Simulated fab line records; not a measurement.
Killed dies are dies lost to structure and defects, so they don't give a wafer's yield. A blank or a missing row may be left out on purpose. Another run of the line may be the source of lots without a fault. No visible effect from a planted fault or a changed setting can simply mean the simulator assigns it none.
Chamber matching || flow nand-harc || NHARC_P_ZERO_WELL_ETCH_63 on rie-si-04: 4 sister chambers
The step etches the open film in HBr/Cl2, target depth 120 nm, time 40.1 s. 4 wafers are shown with their chamber, then 8 later ones without.

WAFERS PAIRED WITH THEIR CHAMBERS
{"wafer": "L349.4", "chamber": 2, "drypump-motor-current-A (A)": 5.7}
{"wafer": "L350.3", "chamber": 3, "drypump-motor-current-A (A)": 6.0}
{"wafer": "L350.4", "chamber": 0, "drypump-motor-current-A (A)": 5.9}
{"wafer": "L359.3", "chamber": 1, "drypump-motor-current-A (A)": 5.9}

WAFERS WITH NO CHAMBER GIVEN
{"wafer": "L359.5", "drypump-motor-current-A (A)": 5.8}
{"wafer": "L359.6", "drypump-motor-current-A (A)": 6.0}
{"wafer": "L360.2", "drypump-motor-current-A (A)": 5.7}
{"wafer": "L360.3", "drypump-motor-current-A (A)": 6.0}
{"wafer": "L360.6", "drypump-motor-current-A (A)": 6.0}
{"wafer": "L361.3", "drypump-motor-current-A (A)": 5.8}
{"wafer": "L361.5", "drypump-motor-current-A (A)": 6.0}
{"wafer": "L361.6", "drypump-motor-current-A (A)": 5.7}

WHICH CHAMBER EACH ONE RAN IN
{"wafer": "L359.5", "from the rows above": "can't be placed: 2 or 0 or 1", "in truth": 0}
{"wafer": "L359.6", "from the rows above": 3, "in truth": 3}
{"wafer": "L360.2", "from the rows above": 2, "in truth": 2}
{"wafer": "L360.3", "from the rows above": 3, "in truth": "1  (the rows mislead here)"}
{"wafer": "L360.6", "from the rows above": 3, "in truth": 3}
{"wafer": "L361.3", "from the rows above": "can't be placed: 2 or 0 or 1", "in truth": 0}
{"wafer": "L361.5", "from the rows above": 3, "in truth": 3}
{"wafer": "L361.6", "from the rows above": 2, "in truth": 2}
5 of 8 placed correctly. These rows do not allow placing 2 (true chamber among the candidates in 2). Placed wrongly: 1.
How it was worked out, from the rows above alone: a wafer's distance from a chamber is the root of the sum, over the readings, of the square of ((its reading less the chamber's mean) divided by the reading's scatter). If the next closest chamber is less than 2 further off than the closest, the wafer can't be placed; otherwise it belongs to the closest. The mean given for a chamber averages the wafers shown for that chamber. The scatter (one wafer shown for each chamber): square how far every hidden wafer sits from the nearest shown wafer, average those squares and take the square root.
